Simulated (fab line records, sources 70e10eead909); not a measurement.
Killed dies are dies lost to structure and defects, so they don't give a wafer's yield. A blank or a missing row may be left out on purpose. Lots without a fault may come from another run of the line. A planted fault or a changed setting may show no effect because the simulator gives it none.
fab line records | flow nand_harc | part 1 of 2: steps 1 to 4 of 6
record lots=23 wafers=69 last_day=33
route steps=1302 shown P_ZERO_WELL@17 P_GATE@141
lots that met no fault: from a run of the same line without faults
start_h: hours from the record's first day to the start of the lot's first wafer shown | wait_h: hours since the lot's step before | " the same as in the row above | L1.1+2: a row that stands for several wafers | - no value, or no start given | * or withheld: withheld | < > ~ a bound
route shown NAME@n: a module of which the file shows steps, and the number in the route of the first | usual: mean/standard deviation of fault-free wafers | same: alike in all rows | chamber/n: place in a boat | sites: the reading at each site | _std_site: their standard deviation | _edge_site: outer sites' mean less inner sites' | radius_mm: how far each site lies from the wafer's centre | mask NAME#n: copy n | behind: the tool/chamber that last shaped the wafer | hold: why the lot was held/for how many hours/how that ended | device: the transistor (n, p or np) that didn't switch | end of line: the same wafers' tests at the end of the route | a step without rows: its recipe alone | killed: dies lost to structure and defects at the first sort, not the wafer's yield | map: a wafer's dies, x killed, . not, _ none there
set.NAME: the setting as run; set.NAME@STEP: as run at that earlier step | model.NAME: the simulator's own value behind a step, which no gauge read
steps of the route over a sample of lots; a table a step, a row a wafer
services: from which hour (start_h, from the record's first day; less than 0 if before it) a tool's chamber was out of use, for how many hours, and why
## steps
# step NHARC_P_ZERO_WELL_ETCH_65
# recipe target_depth_a=800 overetch_a=240 time_s=87.88 ion_energy_ev=200 n2_flow_sccm=150 h2_flow_sccm=150 ar_flow_sccm=0 rf_w=400 bias_w=150 chemistry=N2/H2
# usual drypump_motor_current_A=5.5/0.32 oes_product_au=1.001/0.0077 rf_vpp_V=429.7/2.2 showerhead_plenum_p_Torr=2.01/0.073 throttle_valve_pct=14.171/0.0094
# columns lot.wafer tool chamber start_h wait_h drypump_motor_current_A oes_product_au rf_hours_counter_h rf_vpp_V showerhead_plenum_p_Torr throttle_valve_pct
L074.4 rie_diel-12 3 21.48 0.1 5.5 0.992 25 429.9 2.02 14.173
L074.2 " 0 " " 5.5 0.996 28 431.0 2.06 14.171
L074.6 " 3 " " 5.5 0.997 - 429.9 2.02 14.175
L075.2 rie_diel-03 0 31.36 0.1 5.0 0.992 34 434.4 2.15 14.174
L075.4 " 1 " " 5.3 1.013 33 426.2 1.91 14.158
L075.6 " 0 " " 5.0 1.011 - 434.2 2.15 14.167
L076.3 rie_diel-08 0 41.35 0.1 5.6 0.987 5 429.7 2.01 14.172
L076.4 " 1 " " 6.2 0.996 5 427.6 1.93 14.174
L076.1 " 2 " " 6.1 0.985 5 427.6 1.93 14.173
L077.1 rie_diel-12 0 51.55 0.1 5.5 1.004 40 432.1 2.06 14.184
L077.4 " 1 " " 5.7 0.994 39 433.2 2.14 14.150
L077.2 " 3 " " 5.5 1.004 37 429.6 2.02 14.170
L078.1 rie_diel-08 1 61.49 0.1 6.3 1.003 12 427.0 1.92 14.157
L078.4 " 3 " " 5.4 0.990 15 428.4 1.95 14.167
L078.6 " 2 " " 6.1 0.992 - 427.2 1.92 14.186
L079.1 rie_diel-03 3 71.48 0.1 5.5 1.004 38 429.4 2.02 14.176
L079.2 " 0 " " 5.0 1.004 48 432.7 2.14 14.164
L079.6 " 3 " " 5.5 1.004 - 431.1 2.02 14.183
L080.4 rie_diel-08 3 81.48 0.1 5.4 0.995 18 426.8 1.95 14.157
L080.1 " 1 " " 6.2 0.991 18 427.7 1.92 14.168
L080.6 " 2 " " 6.1 0.992 - 426.5 1.92 14.170
L081.4 rie_diel-08 1 91.49 0.1 6.3 0.996 19 427.0 1.92 14.192
L081.2 " 2 " " 6.1 0.988 21 425.9 1.92 14.167
L081.6 " 1 " " 6.2 0.992 - 427.0 1.92 14.175
L082.1 rie_diel-12 1 101.54 0.1 5.7 0.999 0 433.5 2.14 14.158
L082.4 " 0 " " 5.5 1.007 0 432.0 2.05 14.184
L082.5 " 2 " " 5.2 1.007 - 430.3 2.02 14.172
L083.1 rie_diel-12 1 111.55 0.1 5.7 1.000 6 434.6 2.13 14.182
L083.2 " 3 " " 5.5 0.997 4 430.0 2.02 14.173
L083.5 " 2 " " 5.2 1.003 - 430.1 2.02 14.171
L084.1 rie_diel-12 3 121.57 0.1 5.5 1.003 9 429.1 2.01 14.171
L084.2 " 0 " " 5.5 1.005 10 430.9 2.05 14.189
L084.6 " 0 " " 5.5 1.008 - 431.5 2.05 14.167
L085.1 rie_diel-12 3 131.60 0.1 5.5 1.007 11 430.4 2.01 14.169
L085.2 " 0 " " 5.5 1.008 12 430.4 2.05 14.159
L085.5 " 3 " " 5.5 1.001 - 429.9 2.01 14.166
L086.1 rie_diel-08 2 141.42 0.1 6.1 0.996 38 427.5 1.91 14.181
L086.4 " 3 " " 5.4 0.998 37 428.0 1.94 14.187
L086.5 " 1 " " 6.2 1.006 - 428.9 1.92 14.159
L087.1 rie_diel-08 0 151.53 0.1 5.7 0.990 43 429.4 2.00 14.179
L087.2 " 1 " " 6.3 1.006 39 426.6 1.92 14.170
L087.6 " 0 " " 5.6 0.999 - 428.4 2.00 14.160
L088.4 rie_diel-03 3 161.38 0.1 5.5 1.015 17 428.6 2.01 14.183
L088.2 " 0 " " 5.0 1.003 18 433.7 2.13 14.192
L088.6 " 2 " " 5.5 1.014 - 429.5 2.03 14.166
L089.3 rie_diel-12 1 171.58 0.1 5.7 0.998 21 431.4 2.13 14.178
L089.1 " 2 " " 5.2 1.008 20 430.9 2.01 14.152
L089.6 " 3 " " 5.5 1.003 - 429.3 2.01 14.185
L090.1 rie_diel-08 0 181.50 0.1 5.6 0.997 55 430.1 2.00 14.184
L090.3 " 2 " " 6.1 1.003 53 427.1 1.91 14.177
L090.6 " 3 " " 5.4 0.994 - 425.6 1.94 14.164
L091.1 rie_diel-03 2 191.50 0.1 5.5 1.012 27 428.7 2.02 14.176
L091.4 " 0 " " 5.0 1.007 30 432.2 2.13 14.178
L091.6 " 2 " " 5.5 1.008 - 430.2 2.02 14.166
L092.3 rie_diel-03 0 201.41 0.1 5.0 1.002 35 433.1 2.13 14.174
L092.4 " 3 " " 5.5 1.011 36 430.0 2.01 14.180
L092.6 " 1 " " 5.3 1.012 - 426.5 1.89 14.173
L093.1 rie_diel-12 1 211.48 0.1 5.6 0.996 34 432.7 2.12 14.176
L093.3 " 3 " " 5.5 1.007 33 429.1 2.00 14.171
L093.4 " 0 " " 5.5 1.012 35 432.6 2.04 14.173
L094.3 rie_diel-12 0 221.59 0.1 5.5 1.005 37 430.1 2.04 14.165
L094.6 " 2 " " 5.2 1.009 - 429.1 2.01 14.165
L094.5 " 3 " " 5.5 1.017 - 430.6 2.00 14.167
L095.3 rie_diel-12 1 231.48 0.1 5.7 1.003 39 433.5 2.12 14.163
L095.2 " 2 " " 5.2 1.002 35 430.5 2.01 14.172
L095.1 " 3 " " 5.5 1.002 39 430.9 2.00 14.170
L096.4 rie_diel-03 0 241.53 0.1 4.9 0.994 52 431.8 2.12 14.165
L096.2 " 2 " " 5.5 0.994 42 429.9 2.02 14.163
L096.6 " 3 " " 5.5 1.004 - 430.2 2.00 14.167
# step NHARC_P_ZERO_WELL_DESCUM_39
# recipe time_s=3 o2_flow_sccm=200 ar_flow_sccm=0 bias_power_w=0 chemistry=O2
# usual drypump_motor_current_A=5.50/0.29 oes_product_au=1.001/0.0078 rf_vpp_V=57.7/0.84 showerhead_plenum_p_Torr=1.89/0.066 throttle_valve_pct=11.311/0.0085
# columns lot.wafer tool chamber start_h wait_h drypump_motor_current_A oes_product_au rf_hours_counter_h rf_vpp_V showerhead_plenum_p_Torr throttle_valve_pct
L074.2 rie_diel-03 0 24.45 - 4.99 0.999 30 58.8 2.02 11.308
L074.6 " 2 " " 5.54 1.014 - 57.2 1.92 11.322
L074.4 " 1 " " 5.32 1.005 - 57.8 1.79 11.303
L075.2 rie_diel-12 1 34.52 - 5.65 1.006 32 57.9 2.01 11.309
L075.4 " 3 " " 5.50 1.001 29 58.0 1.90 11.303
L075.6 " 1 " " 5.64 1.003 - 57.8 2.01 11.310
L076.3 rie_diel-08 0 44.13 - 5.63 0.992 6 56.8 1.89 11.303
L076.1 " 1 " " 6.22 1.005 6 55.2 1.81 11.307
L076.4 " 2 " " 6.13 0.995 6 57.9 1.81 11.316
L077.2 rie_diel-03 3 54.59 - 5.52 0.999 35 58.3 1.90 11.312
L077.1 " 0 " " 4.96 1.001 45 57.2 2.01 11.303
L077.4 " 1 " " 5.31 0.989 42 56.6 1.79 11.301
L078.1 rie_diel-12 0 64.16 - 5.49 1.000 47 58.7 1.93 11.312
L078.4 " 1 " " 5.64 1.012 46 58.2 2.00 11.315
L078.6 " 0 " " 5.47 1.008 - 58.8 1.93 11.318
L079.1 rie_diel-12 1 74.29 - 5.64 0.992 48 57.9 2.00 11.308
L079.2 " 3 " " 5.52 0.998 43 56.2 1.89 11.304
L079.6 " 0 " " 5.47 0.997 - 58.7 1.93 11.331
L080.1 rie_diel-08 3 84.25 - 5.42 0.986 19 57.2 1.83 11.315
L080.4 " 0 " " 5.63 0.991 16 58.1 1.88 11.322
L080.6 " 0 " " 5.63 0.995 - 58.9 1.89 11.308
L081.2 rie_diel-03 0 94.15 - 4.93 0.996 57 58.3 2.01 11.312
L081.4 " 1 " " 5.32 0.997 57 57.4 1.79 11.322
L081.6 " 3 " " 5.50 1.004 - 57.3 1.89 11.306
L082.4 rie_diel-08 0 104.36 - 5.62 0.998 24 57.3 1.88 11.311
L082.1 " 2 " " 6.11 1.003 26 58.2 1.80 11.304
L082.5 " 0 " " 5.61 0.987 - 59.5 1.88 11.310
L083.1 rie_diel-12 0 114.35 - 5.51 1.009 7 56.5 1.92 11.309
L083.2 " 1 " " 5.66 1.009 7 57.6 2.00 11.317
L083.5 " 0 " " 5.47 1.012 - 56.8 1.92 11.317
L084.2 rie_diel-03 1 124.24 - 5.30 0.992 8 57.5 1.78 11.308
L084.1 " 0 " " 5.00 0.986 5 58.0 2.00 11.317
L084.6 " 1 " " 5.31 1.002 - 56.5 1.78 11.316
L085.1 rie_diel-12 0 134.46 - 5.49 0.998 12 59.3 1.92 11.306
L085.2 " 1 " " 5.64 1.001 13 58.9 2.00 11.321
L085.5 " 3 " " 5.50 1.004 - 57.1 1.89 11.324
L086.1 rie_diel-12 2 147.00 - 5.20 1.007 13 58.9 1.89 11.323
L086.4 " 1 " " 5.66 0.994 16 57.9 2.00 11.317
L086.5 " 3 " " 5.50 1.000 - 55.9 1.89 11.316
L087.2 rie_diel-03 1 154.32 - 5.31 1.008 21 57.3 1.78 11.322
L087.1 " 0 " " 5.00 0.996 16 58.1 2.00 11.311
L087.6 " 1 " " 5.32 1.006 - 57.1 1.78 11.304
L088.4 rie_diel-03 0 164.15 - 4.98 0.992 18 57.7 2.00 11.315
L088.2 " 1 " " 5.31 0.999 23 58.4 1.78 11.294
L088.6 " 3 " " 5.54 1.010 - 57.9 1.89 11.300
L089.3 rie_diel-08 0 174.68 - 5.63 1.006 53 58.2 1.87 11.292
L089.1 " 3 " " 5.44 1.004 53 57.7 1.82 11.321
L089.6 " 3 " " 5.39 0.996 - 59.3 1.82 11.308
L090.1 rie_diel-12 0 184.43 - 5.48 1.005 28 58.6 1.92 11.318
L090.3 " 1 " " 5.67 0.997 26 56.9 1.99 11.318
L090.6 " 3 " " 5.50 0.992 - 56.9 1.88 11.319
L091.4 rie_diel-12 3 194.29 - 5.50 0.992 28 57.1 1.88 11.313
L091.1 " 2 " " 5.20 1.005 24 57.2 1.89 11.301
L091.6 " 3 " " 5.49 1.006 - 56.8 1.88 11.303
L092.3 rie_diel-12 2 204.11 - 5.20 1.014 28 57.2 1.89 11.311
L092.4 " 3 " " 5.49 1.018 32 57.5 1.88 11.319
L092.6 " 1 " " 5.64 0.990 - 57.7 1.99 11.305
L093.3 rie_diel-08 1 214.30 - 6.23 0.981 2 58.0 1.80 11.320
L093.1 " 2 " " 6.11 0.993 2 56.7 1.79 11.300
L093.4 " 3 " " 5.39 0.981 3 56.3 1.82 11.300
L094.3 rie_diel-08 1 224.94 - 6.24 1.000 5 57.1 1.80 11.319
L094.6 " 1 " " 6.26 1.010 - 57.6 1.80 11.307
L094.5 " 2 " " 6.12 1.002 - 57.7 1.79 11.315
L095.2 rie_diel-12 2 234.43 - 5.19 1.011 36 58.6 1.88 11.327
L095.1 " 3 " " 5.50 1.001 39 58.0 1.88 11.316
L095.3 " 0 " " 5.44 1.002 41 57.7 1.91 11.304
L096.4 rie_diel-03 0 244.38 - 5.01 1.003 53 57.9 1.99 11.331
L096.2 " 1 " " 5.31 1.013 54 58.6 1.77 11.311
L096.6 " 1 " " 5.31 1.006 - 56.9 1.77 11.311
# step NHARC_P_GATE_CD_MEAS_26
# recipe target_cd_nm=120 landing_energy_ev=500
# usual cd_nm=120.2/0.48
# columns lot.wafer tool chamber start_h wait_h cd_nm
L074.2 cd_sem-01 0 102.85 - 119.9
L074.4 " 0 " " 119.6
L074.6 " 0 " " 119.7
L075.2 cd_sem-02 0 103.00 - 120.4
L075.4 " 0 " " 119.6
L075.6 " 0 " " 119.9
L076.1 cd_sem-01 0 114.83 - 119.9
L076.3 " 0 " " 119.7
L076.4 " 0 " " 120.5
L077.1 cd_sem-01 0 127.85 - 119.9
L077.2 " 0 " " 121.1
L077.4 " 0 " " 120.2
L078.1 cd_sem-03 0 137.36 - 119.8
L078.4 " 0 " " 120.9
L078.6 " 0 " " 120.2
L079.1 cd_sem-03 0 146.22 - 120.6
L079.2 " 0 " " 119.7
L079.6 " 0 " " 120.2
L080.1 cd_sem-01 0 161.91 - 120.3
L080.4 " 0 " " 120.5
L080.6 " 0 " " 119.7
L081.2 cd_sem-03 0 170.74 - 119.8
L081.4 " 0 " " 119.7
L081.6 " 0 " " 119.4
L082.1 cd_sem-03 0 177.34 - 120.1
L082.4 " 0 " " 119.8
L082.5 " 0 " " 120.3
L083.1 cd_sem-03 0 201.45 - 119.6
L083.2 " 0 " " 120.6
L083.5 " 0 " " 119.6
L084.1 cd_sem-02 0 205.35 - 121.2
L084.2 " 0 " " 120.5
L084.6 " 0 " " 120.2
L085.1 cd_sem-01 0 209.79 - 120.8
L085.2 " 0 " " 120.4
L085.5 " 0 " " 120.5
L086.1 cd_sem-02 0 220.39 - 120.1
L086.4 " 0 " " 120.5
L086.5 " 0 " " 120.0
L087.1 cd_sem-03 0 229.03 - 120.0
L087.2 " 0 " " 120.2
L087.6 " 0 " " 120.9
L088.2 cd_sem-03 0 240.90 - 120.5
L088.4 " 0 " " 120.1
L088.6 " 0 " " 120.9
L089.1 cd_sem-03 0 251.98 - 119.9
L089.3 " 0 " " 120.0
L089.6 " 0 " " 119.6
L090.1 cd_sem-03 0 261.67 - 119.2
L090.3 " 0 " " 119.2
L090.6 " 0 " " 119.2
L091.1 cd_sem-03 0 267.91 - 119.7
L091.4 " 0 " " 120.0
L091.6 " 0 " " 120.1
L092.3 cd_sem-03 0 286.95 - 121.1
L092.4 " 0 " " 120.4
L092.6 " 0 " " 120.2
L093.1 cd_sem-03 0 294.18 - 120.8
L093.3 " 0 " " 120.1
L093.4 " 0 " " 120.3
L094.3 cd_sem-02 0 300.09 - 120.3
L094.5 " 0 " " 120.0
L094.6 " 0 " " 120.4
L095.1 cd_sem-01 0 310.28 - 120.2
L095.2 " 0 " " 119.8
L095.3 " 0 " " 120.2
L096.2 cd_sem-02 0 315.11 - 119.7
L096.4 " 0 " " 119.6
L096.6 " 0 " " 120.5
# step NHARC_P_GATE_DESCUM_31
# recipe time_s=3 o2_flow_sccm=200 ar_flow_sccm=0 bias_power_w=0 chemistry=O2
# usual drypump_motor_current_A=5.8/0.43 oes_product_au=1.000/0.0088 rf_vpp_V=57.7/0.84 showerhead_plenum_p_Torr=1.88/0.057 throttle_valve_pct=11.312/0.0097
# columns lot.wafer tool chamber start_h wait_h drypump_motor_current_A oes_product_au rf_hours_counter_h rf_vpp_V showerhead_plenum_p_Torr throttle_valve_pct
L074.4 rie_diel-11 3 103.03 0.1 4.7 1.007 0.3 56.9 1.94 11.319
L074.2 " 0 " " 6.4 1.000 0.4 59.3 2.00 11.307
L074.6 " 0 " " 6.4 1.003 - 59.4 2.00 11.301
L075.2 rie_diel-02 2 103.20 0.1 5.8 0.991 4.0 57.2 1.80 11.320
L075.4 " 0 " " 6.4 0.985 5.0 58.7 1.90 11.318
L075.6 " 1 " " 5.6 0.984 - 56.4 1.82 11.301
L076.4 rie_diel-11 3 115.02 0.1 4.7 1.017 0.6 58.8 1.94 11.310
L076.1 " 0 " " 6.4 1.005 0.5 58.6 2.00 11.328
L076.3 " 2 " " 6.1 1.001 0.5 56.8 1.89 11.313
L077.4 rie_diel-02 2 128.03 0.1 5.8 1.000 4.8 58.6 1.80 11.336
L077.2 " 3 " " 5.7 0.985 5.8 57.6 1.89 11.314
L077.1 " 0 " " 6.3 0.974 6.7 58.2 1.90 11.314
L078.1 rie_diel-11 1 137.56 0.1 5.8 0.995 1.9 58.2 1.87 11.321
L078.6 " 2 " " 6.1 1.003 - 56.1 1.89 11.325
L078.4 " 1 " " 5.8 1.004 - 59.8 1.87 11.303
L079.2 rie_diel-02 2 146.42 0.1 5.8 1.003 5.2 56.7 1.80 11.311
L079.1 " 3 " " 5.6 0.997 6.2 57.7 1.89 11.325
L079.6 " 1 " " 5.6 0.988 - 57.4 1.82 11.315
L080.1 rie_diel-06 1 162.10 0.1 5.7 1.006 0.9 57.6 1.87 11.301
L080.4 " 2 " " 6.4 0.995 0.9 56.7 1.85 11.300
L080.6 " 2 " " 6.4 0.991 - 58.5 1.85 11.318
L081.2 rie_diel-02 2 170.92 0.1 5.8 0.997 8.1 56.6 1.80 11.308
L081.4 " 1 " " 5.6 1.003 9.6 57.2 1.81 11.314
L081.6 " 2 " " 5.8 0.990 - 57.7 1.80 11.307
L082.4 rie_diel-11 1 177.53 0.1 5.7 0.997 4.3 57.8 1.87 11.318
L082.1 " 0 " " 6.4 0.993 3.7 57.1 2.00 11.322
L082.5 " 1 " " 5.7 1.008 - 59.3 1.87 11.312
L083.2 rie_diel-06 2 201.64 0.1 6.4 1.002 2.9 57.7 1.85 11.294
L083.1 " 3 " " 5.7 1.008 3.3 57.9 1.92 11.299
L083.5 " 3 " " 5.7 1.002 - 55.2 1.92 11.295
L084.1 rie_diel-11 2 205.54 0.1 6.1 0.998 5.4 58.3 1.89 11.312
L084.2 " 3 " " 4.7 1.001 3.8 57.7 1.94 11.307
L084.6 " 2 " " 6.1 1.005 - 57.5 1.89 11.307
L085.1 rie_diel-02 0 209.97 0.1 6.4 0.999 12.3 58.1 1.89 11.307
L085.2 " 2 " " 5.8 1.000 11.4 58.1 1.80 11.322
L085.5 " 1 " " 5.6 0.997 - 57.5 1.81 11.339
L086.1 rie_diel-06 3 220.80 0.3 5.7 1.010 4.6 56.5 1.92 11.311
L086.4 " 0 " " 5.4 1.009 4.9 58.2 1.95 11.294
L086.5 " 3 " " 5.7 1.011 - 58.0 1.92 11.319
L087.2 rie_diel-02 3 229.23 0.1 5.6 0.986 0 57.6 1.89 11.311
L087.1 " 0 " " 6.3 1.010 0 58.5 1.89 11.323
L087.6 " 3 " " 5.7 0.998 - 58.0 1.89 11.324
L088.4 rie_diel-02 0 241.10 0.1 6.4 0.993 0.7 57.3 1.89 11.312
L088.2 " 3 " " 5.6 0.983 0.5 57.5 1.89 11.310
L088.6 " 1 " " 5.7 1.006 - 56.4 1.81 11.300
L089.3 rie_diel-06 0 252.19 0.1 5.4 1.013 6.5 58.5 1.95 11.322
L089.1 " 1 " " 5.7 1.017 6.4 58.0 1.87 11.314
L089.6 " 2 " " 6.3 0.999 - 58.9 1.85 11.319
L090.1 rie_diel-06 2 261.87 0.1 6.4 0.997 6.6 56.0 1.85 11.313
L090.3 " 3 " " 5.7 0.992 6.9 58.0 1.92 11.314
L090.6 " 1 " " 5.8 0.998 - 58.6 1.87 11.305
L091.1 rie_diel-02 3 268.11 0.1 5.7 0.996 1.3 59.0 1.89 11.317
L091.4 " 0 " " 6.3 0.994 1.5 57.4 1.89 11.310
L091.6 " 1 " " 5.6 0.999 - 58.7 1.81 11.308
L092.3 rie_diel-11 1 287.14 0.1 5.8 1.002 1.5 56.6 1.87 11.324
L092.4 " 3 " " 4.7 0.997 1.6 57.7 1.94 11.329
L092.6 " 1 " " 5.7 1.007 - 58.6 1.87 11.305
L093.3 rie_diel-02 2 294.37 0.1 5.8 1.013 2.0 57.6 1.80 11.302
L093.1 " 3 " " 5.7 0.994 1.7 56.7 1.89 11.318
L093.4 " 0 " " 6.4 0.997 1.9 57.9 1.89 11.320
L094.3 rie_diel-11 0 300.28 0.1 6.4 1.003 1.0 57.9 2.00 11.310
L094.5 " 2 " " 6.1 0.994 - 56.6 1.89 11.299
L094.6 " 3 " " 4.7 0.989 - 58.0 1.94 11.302
L095.1 rie_diel-02 2 310.47 0.1 5.8 0.998 3.8 57.0 1.80 11.332
L095.3 " 3 " " 5.7 0.986 3.0 58.3 1.89 11.305
L095.2 " 1 " " 5.7 1.005 4.2 57.1 1.81 11.323
L096.2 rie_diel-11 3 315.31 0.1 4.7 1.001 2.5 58.0 1.94 11.319
L096.4 " 0 " " 6.4 1.004 1.2 58.3 2.00 11.327
L096.6 " 2 " " 6.1 1.013 - 59.1 1.89 11.304
